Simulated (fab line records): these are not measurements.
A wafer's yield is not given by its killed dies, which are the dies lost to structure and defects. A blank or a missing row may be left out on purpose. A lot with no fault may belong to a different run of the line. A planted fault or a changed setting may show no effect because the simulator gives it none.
fab line records | flow n5-finfet
record lots=24 wafers=72 last-day=18
route steps=1938 shown SD_EPI_N@272 SD_EPI_P@304 ILD0@345 SDB@357
lots untouched by any fault: they come from a run of this same line in which no faults occurred
start-h: start of the lot's first displayed wafer, in hours after the record's first day | wait-h: hours from the lot's prior step to this one | " same as the row above | L1.1+2: one row covering several wafers at once | - value missing, or start not given | * or withheld: withheld | < > ~ a bound
route shown NAME@n: names a module that has steps shown in the file, with the first one's number in the route | usual: the fault-free wafers' mean and standard deviation | same: alike in all rows | chamber/n: place in a boat | sites: per-site readings | _std_site: the standard deviation of these | _edge_site: inner sites' mean taken away from outer sites' mean | radius-mm: how far each site lies from the wafer's centre | mask NAME#n: copy n | behind: the most recent tool/chamber to have shaped the wafer | hold: the reason the lot was held/the length of the hold in hours/how it ended | device: the n, p or np transistor that did not switch | end of line: tests of these same wafers at the route's end | where a step has no rows: the recipe by itself | killed: dies that structure and defects cost at the first sort, which is not the same as the wafer's yield | map: the dies of a wafer, with x for killed, . for not killed, _ for no die there
set.NAME: the setting that was run; set.NAME@STEP: the one run at that earlier step | model.NAME: the simulator's own value behind a step, which no gauge read
one table for each step of the route and one row for each wafer, over a sample of lots
services: when a tool's chamber went out of use (start-h, in hours from the record's first day, below 0 if earlier), for how many hours, and the reason
## steps
# step N5_SD_EPI_N_INSPECT_11
# recipe mode=adi inspect-instrument=macro
# usual raw-defect-count=2.2/1.4
# columns lot.wafer tool chamber start-h wait-h raw-defect-count
L074.2 defect-inspect-01 - 48.47 0.0 2
L074.3 " - " " 2
L074.4 " - " " 6
L075.1 defect-inspect-01 - 55.86 0.0 2
L075.2 " - " " 0
L075.3 " - " " 2
L076.1 defect-inspect-01 - 59.83 0.0 2
L076.2 " - " " 1
L076.5 " - " " 2
L077.3 defect-inspect-01 - 65.89 0.0 1
L077.4 " - " " 3
L077.6 " - " " 1
L078.4 defect-inspect-01 - 70.99 0.0 3
L078.5 " - " " 3
L078.6 " - " " 1
L079.2 defect-inspect-01 - 77.62 0.0 4
L079.3 " - " " 1
L079.6 " - " " 3
L080.1 defect-inspect-02 - 85.63 0.0 0
L080.3 " - " " 3
L080.4 " - " " 1
L081.1 defect-inspect-01 - 92.35 0.0 6
L081.2 " - " " 2
L081.6 " - " " 3
L082.2 defect-inspect-02 - 98.23 0.0 4
L082.4 " - " " 3
L082.5 " - " " 1
L083.3 defect-inspect-02 - 104.89 0.0 4
L083.4 " - " " 0
L083.5 " - " " 3
L084.1 defect-inspect-01 - 108.97 0.0 3
L084.5 " - " " 1
L084.6 " - " " 4
L085.2 defect-inspect-01 - 117.61 0.0 2
L085.4 " - " " 4
L085.5 " - " " 3
L086.2 defect-inspect-01 - 122.85 0.0 4
L086.3 " - " " 0
L086.6 " - " " 2
L087.2 defect-inspect-01 - 128.15 0.0 3
L087.3 " - " " 1
L087.5 " - " " 1
L088.1 defect-inspect-01 - 131.84 0.0 2
L088.4 " - " " 1
L088.5 " - " " 2
L089.2 defect-inspect-01 - 139.38 0.0 2
L089.3 " - " " 1
L089.6 " - " " 3
L090.2 defect-inspect-01 - 144.62 0.0 1
L090.3 " - " " 1
L090.5 " - " " 2
L091.1 defect-inspect-01 - 150.54 0.0 1
L091.4 " - " " 1
L091.5 " - " " 1
L092.1 defect-inspect-02 - 156.62 0.0 3
L092.2 " - " " 6
L092.3 " - " " 4
L093.3 defect-inspect-01 - 163.80 0.0 3
L093.5 " - " " 3
L093.6 " - " " 1
L094.1 defect-inspect-01 - 167.96 0.0 2
L094.4 " - " " 4
L094.5 " - " " 3
L095.2 defect-inspect-02 - 179.45 0.0 1
L095.4 " - " " 2
L095.6 " - " " 3
L096.1 defect-inspect-01 - 185.64 0.0 1
L096.2 " - " " 4
L096.4 " - " " 4
L097.2 defect-inspect-01 - 191.53 0.0 0
L097.4 " - " " 3
L097.5 " - " " 1
# step N5_SD_EPI_P_OVL_MEAS_10
# recipe points-per-wafer=44
# usual SD_P_BLK_OVL=0.2/0.76
# columns lot.wafer tool chamber start-h wait-h SD_P_BLK_OVL[nm]
L074.2 overlay-01 0 52.94 0.0 1.0
L074.3 " 0 " " 0.4
L074.4 " 0 " " 0.5
L075.1 overlay-02 0 60.24 0.0 -0.2
L075.2 " 0 " " -1.0
L075.3 " 0 " " -0.1
L076.1 overlay-02 0 64.30 0.0 1.0
L076.2 " 0 " " -0.3
L076.5 " 0 " " -0.3
L077.3 overlay-02 0 71.06 0.0 -1.3
L077.4 " 0 " " 0.9
L077.6 " 0 " " -0.3
L078.4 overlay-02 0 76.74 0.0 0.2
L078.5 " 0 " " 0.2
L078.6 " 0 " " 0.3
L079.2 overlay-01 0 82.79 0.0 -0.8
L079.3 " 0 " " 0.4
L079.6 " 0 " " -0.4
L080.1 overlay-02 0 90.06 0.0 1.8
L080.3 " 0 " " 0.9
L080.4 " 0 " " 1.3
L081.1 overlay-02 0 97.01 0.0 2.0
L081.2 " 0 " " 0.6
L081.6 " 0 " " 0.1
L082.2 overlay-01 0 104.14 0.0 -1.0
L082.4 " 0 " " -0.7
L082.5 " 0 " " 2.0
L083.3 overlay-01 0 110.20 0.0 -0.3
L083.4 " 0 " " 0.3
L083.5 " 0 " " -0.5
L084.1 overlay-02 0 114.32 0.0 -0.3
L084.5 " 0 " " -0.4
L084.6 " 0 " " -1.0
L085.2 overlay-02 0 121.91 0.0 -0.5
L085.4 " 0 " " -1.0
L085.5 " 0 " " -0.9
L086.2 overlay-02 0 127.26 0.0 0.8
L086.3 " 0 " " 0.1
L086.6 " 0 " " 0.1
L087.2 overlay-02 0 132.77 0.0 -1.2
L087.3 " 0 " " 0.2
L087.5 " 0 " " 0.5
L088.1 overlay-01 0 136.98 0.0 0.2
L088.4 " 0 " " 1.3
L088.5 " 0 " " 0.4
L089.2 overlay-01 0 143.97 0.0 -0.2
L089.3 " 0 " " 0.9
L089.6 " 0 " " 1.1
L090.2 overlay-01 0 149.11 0.0 -0.2
L090.3 " 0 " " 0.2
L090.5 " 0 " " -0.6
L091.1 overlay-02 0 155.79 0.0 1.1
L091.4 " 0 " " 0.9
L091.5 " 0 " " -0.1
L092.1 overlay-01 0 161.90 0.0 -0.3
L092.2 " 0 " " 0.0
L092.3 " 0 " " -0.5
L093.3 overlay-01 0 168.24 0.0 -1.2
L093.5 " 0 " " -0.9
L093.6 " 0 " " -1.0
L094.1 overlay-01 0 172.32 0.0 0.0
L094.4 " 0 " " 0.0
L094.5 " 0 " " -0.7
L095.2 overlay-01 0 184.73 0.0 -0.5
L095.4 " 0 " " -0.1
L095.6 " 0 " " 0.9
L096.1 overlay-01 0 190.41 0.0 1.2
L096.2 " 0 " " 0.9
L096.4 " 0 " " 0.6
L097.2 overlay-02 0 196.14 0.0 1.1
L097.4 " 0 " " -0.1
L097.5 " 0 " " 0.6
# step N5_SD_EPI_P_ETCH_37
# recipe chemistry=N2/H2 target=SOC overetch-a=1080 mask-material=SiARC temp-c=40 ion-energy-ev=100 source-w=3000 bias-w=133 pressure-mtorr=20 time-s=486 n2-flow-sccm=200 h2-flow-sccm=200 ends=end-point
# usual drypump-motor-current-A=5.9/0.35 h2-flow-sccm=199.9/0.67 oes-product-au=0.68/0.059 rf-vpp-V=241.1/1.1 showerhead-plenum-p-Torr=2.56/0.051 throttle-valve-pct=23.85/0.28
# columns lot.wafer tool chamber start-h wait-h drypump-motor-current-A h2-flow-sccm oes-product-au rf-hours-counter-h rf-vpp-V showerhead-plenum-p-Torr throttle-valve-pct
L074.2 rie-diel-01 1 53.15 0.0 6.0 199.4 0.64 192 240.2 2.52 23.55
L074.3 " 2 " " 5.5 199.8 0.64 172 241.8 2.64 24.13
L074.4 " 3 " " 5.8 200.0 0.74 80 241.2 2.47 24.09
L075.1 rie-diel-02 2 60.39 0.0 6.3 199.7 0.63 225 241.1 2.61 23.89
L075.2 " 1 " " 6.3 199.3 0.68 134 241.3 2.55 24.25
L075.3 " 3 " " 5.7 200.0 0.70 109 240.9 2.56 23.58
L076.1 rie-diel-01 2 64.45 0.0 5.5 198.8 0.64 175 241.7 2.64 24.13
L076.2 " 0 " " 6.3 199.7 0.63 216 240.9 2.61 23.56
L076.5 " 2 " " 5.5 199.4 0.64 - 241.3 2.64 24.12
L077.3 rie-diel-01 0 71.21 0.0 6.3 200.0 0.62 217 241.9 2.61 23.55
L077.4 " 1 " " 5.9 200.8 0.64 197 240.1 2.52 23.57
L077.6 " 2 " " 5.5 200.5 0.64 - 243.4 2.64 24.12
L078.4 rie-diel-02 1 77.13 0.0 6.4 200.4 0.68 140 239.4 2.54 24.24
L078.5 " 1 " " 6.4 199.8 0.68 - 239.7 2.54 24.26
L078.6 " 2 " " 6.3 198.9 0.62 - 241.3 2.60 23.89
L079.2 rie-diel-02 1 83.33 0.0 6.3 199.1 0.67 141 241.7 2.54 24.25
L079.3 " 0 " " 5.4 200.3 0.75 47 242.6 2.59 23.77
L079.6 " 0 " " 5.4 200.4 0.74 - 241.3 2.59 23.78
L080.1 rie-diel-05 0 90.49 0.0 6.1 200.8 0.82 17 241.4 2.60 23.94
L080.3 " 1 " " 5.9 199.8 0.83 14 241.4 2.59 23.25
L080.4 " 3 " " 6.0 199.7 0.65 197 242.0 2.64 23.81
L081.1 rie-diel-01 1 97.16 0.0 5.9 200.4 0.63 204 241.3 2.52 23.57
L081.2 " 2 " " 5.5 198.5 0.64 184 241.8 2.63 24.13
L081.6 " 1 " " 5.9 200.3 0.63 - 240.5 2.52 23.57
L082.2 rie-diel-02 0 104.38 0.0 5.4 200.0 0.73 54 239.9 2.58 23.78
L082.4 " 2 " " 6.3 199.7 0.63 239 242.2 2.60 23.91
L082.5 " 0 " " 5.4 199.9 0.74 - 242.5 2.58 23.78
L083.3 rie-diel-01 3 110.35 0.0 5.8 199.3 0.73 95 240.0 2.46 24.11
L083.4 " 1 " " 5.9 200.5 0.63 208 240.0 2.52 23.58
L083.5 " 2 " " 5.5 199.2 0.63 - 243.1 2.63 24.15
L084.1 rie-diel-01 0 114.47 0.0 6.3 201.3 0.62 229 240.8 2.61 23.55
L084.5 " 0 " " 6.3 200.6 0.62 - 241.2 2.61 23.56
L084.6 " 3 " " 5.8 201.2 0.72 - 238.7 2.46 24.10
L085.2 rie-diel-01 0 122.07 0.0 6.4 201.2 0.62 231 242.8 2.61 23.57
L085.4 " 2 " " 5.5 200.0 0.62 193 241.1 2.63 24.15
L085.5 " 2 " " 5.5 200.6 0.63 - 242.5 2.63 24.17
L086.2 rie-diel-02 3 127.41 0.0 5.6 200.5 0.67 131 240.4 2.55 23.59
L086.3 " 0 " " 5.4 199.6 0.73 62 238.9 2.58 23.79
L086.6 " 1 " " 6.4 200.3 0.67 - 240.7 2.54 24.28
L087.2 rie-diel-01 1 133.01 0.0 5.9 199.4 0.63 216 242.4 2.51 23.57
L087.3 " 0 " " 6.4 199.3 0.61 234 241.7 2.60 23.57
L087.5 " 1 " " 5.9 199.9 0.63 - 237.6 2.51 23.57
L088.1 rie-diel-01 1 137.13 0.0 5.9 198.6 0.62 217 241.0 2.51 23.58
L088.4 " 0 " " 6.3 200.1 0.62 235 242.4 2.60 23.57
L088.5 " 1 " " 5.9 199.0 0.62 - 238.1 2.51 23.59
L089.2 rie-diel-02 1 144.11 0.0 6.4 200.6 0.67 161 240.0 2.54 24.29
L089.3 " 3 " " 5.6 198.3 0.68 137 241.3 2.55 23.63
L089.6 " 3 " " 5.7 199.7 0.68 - 241.7 2.55 23.60
L090.2 rie-diel-02 3 149.26 0.0 5.7 200.1 0.67 138 241.5 2.54 23.61
L090.3 " 0 " " 5.4 201.1 0.73 69 241.5 2.58 23.82
L090.5 " 0 " " 5.4 199.7 0.73 - 240.6 2.58 23.80
L091.1 rie-diel-05 0 155.94 0.0 6.2 200.8 0.80 36 239.4 2.59 23.96
L091.4 " 3 " " 6.0 199.1 0.63 215 241.1 2.63 23.85
L091.5 " 1 " " 5.9 199.4 0.79 - 241.3 2.58 23.25
L092.1 rie-diel-02 3 162.06 0.0 5.7 199.6 0.67 143 241.4 2.54 23.62
L092.2 " 0 " " 5.4 199.4 0.72 73 241.5 2.58 23.81
L092.3 " 1 " " 6.4 198.9 0.66 167 240.0 2.53 24.30
L093.3 rie-diel-01 1 168.39 0.0 6.0 199.5 0.61 227 240.3 2.51 23.60
L093.5 " 2 " " 5.5 200.8 0.62 - 242.4 2.62 24.16
L093.6 " 3 " " 5.8 199.8 0.71 - 239.2 2.45 24.13
L094.1 rie-diel-02 0 172.47 0.0 5.4 200.5 0.72 77 241.2 2.57 23.81
L094.4 " 2 " " 6.3 200.8 0.87 3 239.8 2.59 23.62
L094.5 " 1 " " 6.4 199.8 0.65 - 240.2 2.53 24.30
L095.2 rie-diel-01 3 184.88 0.0 5.8 201.0 0.70 117 238.6 2.45 24.15
L095.4 " 1 " " 5.9 200.1 0.62 231 240.3 2.51 23.61
L095.6 " 0 " " 6.3 199.6 0.61 - 240.9 2.60 23.60
L096.1 rie-diel-02 1 190.83 0.0 6.4 199.8 0.66 177 240.7 2.53 24.30
L096.2 " 2 " " 6.3 199.8 0.84 9 241.6 2.59 23.64
L096.4 " 0 " " 5.5 200.5 0.71 82 241.6 2.57 23.82
L097.2 rie-diel-05 0 196.29 0.0 6.1 200.6 0.78 47 241.6 2.58 23.97
L097.4 " 2 " " 5.5 200.1 0.73 67 241.7 2.58 23.78
L097.5 " 2 " " 5.5 200.0 0.73 - 242.1 2.58 23.75
# step N5_SD_EPI_P_INSPECT_26
# recipe inspect-instrument=darkfield mode=post-epi
# usual raw-defect-count=185/37
# columns lot.wafer tool chamber start-h wait-h raw-defect-count
L074.2 defect-inspect-02 - 56.78 0.0 244
L074.3 " - " " 189
L074.4 " - " " 194
L075.1 defect-inspect-02 - 64.15 0.0 121
L075.2 " - " " 161
L075.3 " - " " 221
L076.1 defect-inspect-01 - 68.91 0.0 133
L076.2 " - " " 151
L076.5 " - " " 144
L077.3 defect-inspect-02 - 74.89 0.0 119
L077.4 " - " " 215
L077.6 " - " " 148
L078.4 defect-inspect-02 - 81.60 0.0 213
L078.5 " - " " 161
L078.6 " - " " 214
L079.2 defect-inspect-01 - 86.96 0.0 200
L079.3 " - " " 221
L079.6 " - " " 199
L080.1 defect-inspect-01 - 94.12 0.0 153
L080.3 " - " " 201
L080.4 " - " " 178
L081.1 defect-inspect-01 - 100.79 0.0 140
L081.2 " - " " 153
L081.6 " - " " 163
L082.2 defect-inspect-01 - 109.96 0.0 235
L082.4 " - " " 192
L082.5 " - " " 218
L083.3 defect-inspect-01 - 113.98 0.0 139
L083.4 " - " " 188
L083.5 " - " " 173
L084.1 defect-inspect-01 - 118.09 0.0 181
L084.5 " - " " 243
L084.6 " - " " 177
L085.2 defect-inspect-01 - 125.70 0.0 168
L085.4 " - " " 215
L085.5 " - " " 255
L086.2 defect-inspect-02 - 131.03 0.0 164
L086.3 " - " " 212
L086.6 " - " " 158
L087.2 defect-inspect-02 - 136.64 0.0 184
L087.3 " - " " 251
L087.5 " - " " 239
L088.1 defect-inspect-02 - 141.59 0.0 196
L088.4 " - " " 229
L088.5 " - " " 190
L089.2 defect-inspect-02 - 148.60 0.0 236
L089.3 " - " " 215
L089.6 " - " " 228
L090.2 defect-inspect-01 - 153.05 0.0 139
L090.3 " - " " 170
L090.5 " - " " 175
L091.1 defect-inspect-01 - 159.56 0.0 171
L091.4 " - " " 165
L091.5 " - " " 142
L092.1 defect-inspect-01 - 165.74 0.0 133
L092.2 " - " " 161
L092.3 " - " " 185
L093.3 defect-inspect-02 - 172.21 0.0 202
L093.5 " - " " 239
L093.6 " - " " 224
L094.1 defect-inspect-02 - 176.10 0.0 203
L094.4 " - " " 199
L094.5 " - " " 194
L095.2 defect-inspect-01 - 188.52 0.0 172
L095.4 " - " " 132
L095.6 " - " " 191
L096.1 defect-inspect-02 - 194.45 0.0 149
L096.2 " - " " 160
L096.4 " - " " 129
L097.2 defect-inspect-01 - 199.92 0.0 180
L097.4 " - " " 189
L097.5 " - " " 178
# step N5_ILD0_THK_MEAS_13
# usual thk-nm=18.0/1.1
# columns lot.wafer tool chamber start-h wait-h thk-nm
L074.2 film-metro-02 - 63.76 - 17.9
L074.3 " - " " 16.7
L074.4 " - " " 17.5
L075.1 film-metro-01 - 71.14 - 18.5
L075.2 " - " " 18.2
L075.3 " - " " 18.1
L076.1 film-metro-02 - 76.00 - 17.7
L076.2 " - " " 17.2
L076.5 " - " " 17.9
L077.3 film-metro-02 - 81.89 - 18.1
L077.4 " - " " 17.8
L077.6 " - " " 17.0
L078.4 film-metro-02 - 88.93 - 19.1
L078.5 " - " " 19.1
L078.6 " - " " 18.9
L079.2 film-metro-02 - 94.49 - 18.4
L079.3 " - " " 18.5
L079.6 " - " " 19.7
L080.1 film-metro-02 - 101.69 - 20.4
L080.3 " - " " 20.5
L080.4 " - " " 20.6
L081.1 film-metro-01 - 108.06 - 16.5
L081.2 " - " " 19.0
L081.6 " - " " 19.1
L082.2 film-metro-01 - 116.96 - 17.0
L082.4 " - " " 16.9
L082.5 " - " " 16.5
L083.3 film-metro-02 - 121.26 - 16.0
L083.4 " - " " 17.3
L083.5 " - " " 16.3
L084.1 film-metro-01 - 125.45 - 18.8
L084.5 " - " " 18.4
L084.6 " - " " 19.7
L085.2 film-metro-01 - 132.92 - 18.2
L085.4 " - " " 17.0
L085.5 " - " " 16.8
L086.2 film-metro-01 - 138.12 - 17.3
L086.3 " - " " 17.3
L086.6 " - " " 17.5
L087.2 film-metro-01 - 143.67 - 19.0
L087.3 " - " " 19.3
L087.5 " - " " 17.5
L088.1 film-metro-02 - 148.59 - 17.5
L088.4 " - " " 16.2
L088.5 " - " " 16.6
L089.2 film-metro-02 - 155.61 - 16.8
L089.3 " - " " 16.8
L089.6 " - " " 15.6
L090.2 film-metro-02 - 160.27 - 18.9
L090.3 " - " " 17.2
L090.5 " - " " 19.1
L091.1 film-metro-01 - 166.55 - 17.8
L091.4 " - " " 17.5
L091.5 " - " " 18.9
L092.1 film-metro-02 - 172.82 - 18.4
L092.2 " - " " 18.7
L092.3 " - " " 18.9
L093.3 film-metro-01 - 179.86 - 17.7
L093.5 " - " " 16.6
L093.6 " - " " 17.6
L094.1 film-metro-01 - 184.44 - 17.1
L094.4 " - " " 17.1
L094.5 " - " " 17.4
L095.2 film-metro-02 - 195.69 - 19.2
L095.4 " - " " 19.3
L095.6 " - " " 20.1
L096.1 film-metro-01 - 202.58 - 17.1
L096.2 " - " " 17.2
L096.4 " - " " 18.2
L097.2 film-metro-02 - 208.91 - 18.8
L097.4 " - " " 18.0
L097.5 " - " " 18.4
# step N5_SDB_OVL_MEAS_12
# recipe points-per-wafer=44
# usual SDB_OVL=0.0/0.7
# columns lot.wafer tool chamber start-h wait-h SDB_OVL[nm]
L074.2 overlay-01 0 64.18 0.0 0.0
L074.3 " 0 " " 0.7
L074.4 " 0 " " 0.5
L075.1 overlay-02 0 71.56 0.0 -0.9
L075.2 " 0 " " -0.9
L075.3 " 0 " " -1.0
L076.1 overlay-02 0 76.54 0.0 -0.6
L076.2 " 0 " " 0.1
L076.5 " 0 " " -1.2
L077.3 overlay-01 0 82.43 0.0 -0.9
L077.4 " 0 " " 0.7
L077.6 " 0 " " 0.7
L078.4 overlay-02 0 89.48 0.0 1.1
L078.5 " 0 " " -1.2
L078.6 " 0 " " 0.9
L079.2 overlay-01 0 94.91 0.0 0.1
L079.3 " 0 " " -0.4
L079.6 " 0 " " 0.0
L080.1 overlay-02 0 102.24 0.0 -0.8
L080.3 " 0 " " -0.6
L080.4 " 0 " " 0.3
L081.1 overlay-01 0 108.60 0.0 -0.1
L081.2 " 0 " " 1.3
L081.6 " 0 " " 1.2
L082.2 overlay-02 0 117.50 0.0 0.1
L082.4 " 0 " " -0.2
L082.5 " 0 " " -0.4
L083.3 overlay-02 0 121.67 0.0 0.5
L083.4 " 0 " " 0.8
L083.5 " 0 " " 1.1
L084.1 overlay-01 0 126.00 0.0 0.8
L084.5 " 0 " " 0.2
L084.6 " 0 " " -0.3
L085.2 overlay-01 0 133.47 0.0 -0.8
L085.4 " 0 " " 0.2
L085.5 " 0 " " 0.4
L086.2 overlay-02 0 138.69 0.0 -1.5
L086.3 " 0 " " -1.3
L086.6 " 0 " " -0.9
L087.2 overlay-02 0 144.21 0.0 -0.2
L087.3 " 0 " " 1.2
L087.5 " 0 " " 0.9
L088.1 overlay-02 0 149.16 0.0 0.6
L088.4 " 0 " " -0.7
L088.5 " 0 " " -0.4
L089.2 overlay-02 0 156.16 0.0 0.5
L089.3 " 0 " " -0.3
L089.6 " 0 " " 0.2
L090.2 overlay-01 0 160.69 0.0 0.0
L090.3 " 0 " " -0.5
L090.5 " 0 " " 0.7
L091.1 overlay-01 0 167.09 0.0 0.8
L091.4 " 0 " " 1.4
L091.5 " 0 " " 0.6
L092.1 overlay-01 0 173.24 0.0 0.4
L092.2 " 0 " " -0.4
L092.3 " 0 " " 0.2
L093.3 overlay-02 0 180.42 0.0 -0.2
L093.5 " 0 " " 0.0
L093.6 " 0 " " -0.6
L094.1 overlay-02 0 184.86 0.0 -0.2
L094.4 " 0 " " 0.0
L094.5 " 0 " " 0.7
L095.2 overlay-02 0 196.24 0.0 -0.1
L095.4 " 0 " " 0.2
L095.6 " 0 " " -0.1
L096.1 overlay-01 0 203.00 0.0 1.2
L096.2 " 0 " " 0.0
L096.4 " 0 " " -0.4
L097.2 overlay-01 0 209.33 0.0 -0.7
L097.4 " 0 " " -1.0
L097.5 " 0 " " -0.4
## services
# columns tool chamber start-h hours kind
rie-diel-02 0 49.56 4.1 repair
rie-diel-05 0 72.95 3.1 repair
rie-diel-01 - 73.88 0.1 repair
rie-diel-05 3 94.96 1.2 repair
rie-diel-02 2 138.40 - clean
rie-diel-02 2 138.40 - consumable-replace:focus-ring
rie-diel-02 2 138.40 25.0 scheduled-down
rie-diel-02 2 138.40 25.0 vent-cycle
rie-diel-01 3 147.65 1.5 repair
rie-diel-02 3 191.01 10.1 repair
rie-diel-01 0 196.11 - clean
rie-diel-01 0 196.11 - consumable-replace:focus-ring
rie-diel-01 0 196.11 21.7 scheduled-down
rie-diel-01 0 196.11 21.7 vent-cycle
## key
fault none
